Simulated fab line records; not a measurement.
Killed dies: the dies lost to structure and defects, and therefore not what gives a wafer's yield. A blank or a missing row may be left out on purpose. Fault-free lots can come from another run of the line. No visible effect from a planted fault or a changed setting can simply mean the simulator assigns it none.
Struck lot and sound lot, side by side ; flow n5Finfet ; 14 out of 1938 route steps
Sound: the wafers L189.1, L189.4, L189.6. Struck: wafer L193.4; the same lot's L193.3 was not struck, so it is left out; see the end for the cause.
Each step with rows lists, per side, the tool, then ch with its chambers, then its first start. Under that, the readings that differ: sound wafers ; struck wafers ; difference of the means ; sigmas: that difference in standard deviations of wafers without a fault.
alike: words and numbers the same on both sides, and readings whose means are apart by under 2 such deviations; not compared: readings that were withheld, readings missing a value for some wafer, numbers with overlapping values and no deviation given by the record, and bounds like >300 which may hide the same value.
A row with sigmas, a row that says differs or no value, or rows on one side alone: a step with any of these is where the two part. Numbers that have no deviation but don't overlap get no sigmas and don't part them. A reading that every wafer of one side lacks parts them only if that side has two wafers or more.

first, 1 step without rows for these wafers: N5_BEOL_M12_HARDBAKE_32 (time 120 s).
N5_BEOL_M12_CD_MEAS_28 targets a cd of 160.2 nm.
  sound on cdSem-02 ch 0, day 12 02:07; struck on cdSem-01 ch 0, day 12 21:19
  alike: cdNm
N5_BEOL_M12_OVL_MEAS_29:
  sound on overlay-02 ch 0, day 12 02:08; struck on overlay-02 ch 0, day 12 21:20
  alike: M12_OVL
N5_BEOL_M12_INSPECT_30: inspects for defects (macro).
  sound on defectInspect-01, day 12 02:10; struck on defectInspect-01, day 12 21:22
  alike: rawDefectCount
N5_BEOL_M12_DESCUM_33: chemistry O2, time 7.9 s.
  sound on rieDiel-02 ch 0,1,2, day 12 02:28; struck on rieDiel-05 ch 3, day 12 21:31
  alike: drypumpMotorCurrentA, oesProductAu, rfVppV, showerheadPlenumPTorr, throttleValvePct
  not compared: rfHoursCounterH
N5_BEOL_M12_ETCH_67: etches SiARC in CF4, target depth 143 nm, time 238.3 s.
  sound on rieDiel-02 ch 0,1,2, day 12 02:29; struck on rieDiel-05 ch 3, day 12 21:33
reading;sound;struck;difference;sigmas
cf4FlowSccm (sccm);100.59 99.91 100.20;99.51;-0.72;-3
  alike: drypumpMotorCurrentA, etchRfOnTimeS, oesProductAu, rfVppV, showerheadPlenumPTorr, throttleValvePct
  not compared: rfHoursCounterH
N5_BEOL_M12_ETCH_68: etches SOC in N2/H2, time 285 s.
  sound on rieDiel-02 ch 0,1,2, day 12 02:38; struck on rieDiel-05 ch 3, day 12 21:42
  alike: drypumpMotorCurrentA, oesProductAu, rfVppV, showerheadPlenumPTorr, throttleValvePct
  not compared: rfHoursCounterH
then, 1 step without rows for these wafers: N5_BEOL_M12_STRIP_69 (strips in N2/H2).
N5_BEOL_M12_TRENCH_ETCH_34: etches SiOC in C4F8/O2/Ar, target depth 318.95 nm, time 125.5 s.
  sound on rieDiel-02 ch 0,1,2, day 12 02:49; struck on rieDiel-05 ch 3, day 12 21:53
  alike: drypumpMotorCurrentA, oesProductAu, rfVppV, showerheadPlenumPTorr, throttleValvePct
  not compared: rfHoursCounterH
then, 1 step without rows for these wafers: N5_BEOL_M12_STRIP_70 (strips in C4F8/O2/Ar).
N5_BEOL_M12_OCD_MEAS_35:
  sound on ocd-02, day 12 02:58; struck on ocd-02, day 12 22:02
  alike: trenchDepthNm
N5_BEOL_M12_STRIP_37: strips in N2/H2.
  sound on plasmaAsher-01 ch 0,1, day 12 03:01; struck on plasmaAsher-01 ch 0, day 12 22:06
  alike: drypumpMotorCurrentA, heaterPowerW, oesProductAu
  not compared: rfHoursCounterH
N5_BEOL_M12_ETCH_38: etches SiCN in CF4/N2, target depth 68.7 nm, time 73.4 s.
  sound on rieDiel-05 ch 0,1,2, day 12 03:24; struck on rieDiel-05 ch 1, day 12 22:15
reading;sound;struck;difference;sigmas
model.etch.depthNm (nm);57.95 56.42 57.45;54.81;-2.46;
  alike: cf4FlowSccm, drypumpMotorCurrentA, oesProductAu, rfVppV, showerheadPlenumPTorr, throttleValvePct
  not compared: rfHoursCounterH
then, 1 step without rows for these wafers: N5_BEOL_M12_PRECLEAN_39 (cleans in residue remover, time 60 s).

== WHERE THEY PART ==
Only at N5_BEOL_M12_ETCH_67, as far as this record shows. Later steps at which nothing parts them and some readings are alike: N5_BEOL_M12_ETCH_68, N5_BEOL_M12_TRENCH_ETCH_34, N5_BEOL_M12_OCD_MEAS_35, N5_BEOL_M12_STRIP_37, N5_BEOL_M12_ETCH_38.

WHY: whatever the simulator had introduced
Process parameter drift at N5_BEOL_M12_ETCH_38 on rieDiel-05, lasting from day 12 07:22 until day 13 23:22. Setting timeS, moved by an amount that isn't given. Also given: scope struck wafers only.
